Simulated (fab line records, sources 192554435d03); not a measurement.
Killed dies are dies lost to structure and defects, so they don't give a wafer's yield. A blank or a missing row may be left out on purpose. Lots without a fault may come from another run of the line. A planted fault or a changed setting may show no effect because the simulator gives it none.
Problem report in the 8D (eight disciplines) form, filled by code | flow n5_finfet | the parts of the form that need people (team, actions taken, sign-off) are left out

1. THE PROBLEM
exposure_dose_mJ_cm2 at N5_BEOL_M3_EXPOSE_25 reads a mean of 64.70 on 6 wafers of 2 lots; wafers without a fault read 63.01 with a standard deviation of 0.076. That is +22 standard deviations from the usual mean.
The step: exposes mask V2, defocus 5 nm.
First seen on wafer L387.1, day 10 15:59, on euv_scanner-02. The record holds 30 wafers of 10 lots with a number at this step. Rule for "out", or "out of limits": more than 4 standard deviations from the usual mean. The other wafers with a number count as sound.

2. WHAT IT IS AND WHAT IT IS NOT
question                    | is                     | is not
which readings at this step | exposure_dose_mJ_cm2   | -
which lots                  | L387, L389             | L375, L376, L377, L378, L381, L382, L384, L395
which wafers of those lots  | all that have a number | -
read on which tools         | euv_scanner-02         | euv_scanner-01
when                        | from day 10 15:59      | up to then (21 sound wafers); but 3 sound wafers of L395 came after

3. SUSPECTS, AND WHAT RULES EACH OUT
Counting: a tool at a process step up to the reading stays a suspect if it ran every lot that is out and no sound lot after the first of them.
- euv_scanner-02 at N5_BEOL_M3_EXPOSE_25 (exposes mask V2, defocus 5 nm): kept. It ran every lot that is out, first L387 (day 10 15:59), and no sound lot after that; its last sound lot up to then is L381 (day 9 07:31). Its own readings are out on those wafers: exposure_dose_mJ_cm2.
Left after counting: euv_scanner-02 at N5_BEOL_M3_EXPOSE_25.

4. THE CAUSE (what the simulator had put in)
Process parameter drift: euv_scanner-02, from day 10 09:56 on, at N5_BEOL_M3_EXPOSE_25. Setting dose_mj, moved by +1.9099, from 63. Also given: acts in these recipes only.
Counting left only this tool.

5. THE CHAIN OF EFFECTS, in route order
Each row: a reading whose mean over the struck wafers that have a number lies more than 3 standard deviations from the usual. Only readings for which the record gives a usual standard deviation are gone through. hours: the time from each lot's start at the first step in this table that gives one to its start at this step, as a median over the lots. sigmas: the change in usual standard deviations.
hours | step                 | reading              | usual | on struck wafers | change | sigmas
0     | N5_BEOL_M3_EXPOSE_25 | exposure_dose_mJ_cm2 | 63.01 | 64.70            | +1.70  | +22
The process steps in it:
- N5_BEOL_M3_EXPOSE_25: exposes mask V2, defocus 5 nm.
Later measuring or inspecting steps at which every struck wafer that the step has a row for has a number for every such reading, and none has moved that far: N5_BEOL_M4_RC_MEAS_101.

6. WHAT WOULD HAVE CAUGHT IT SOONER
In this record the first reading out of limits was taken at day 10 15:59, 6 hours after the fault began at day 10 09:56.
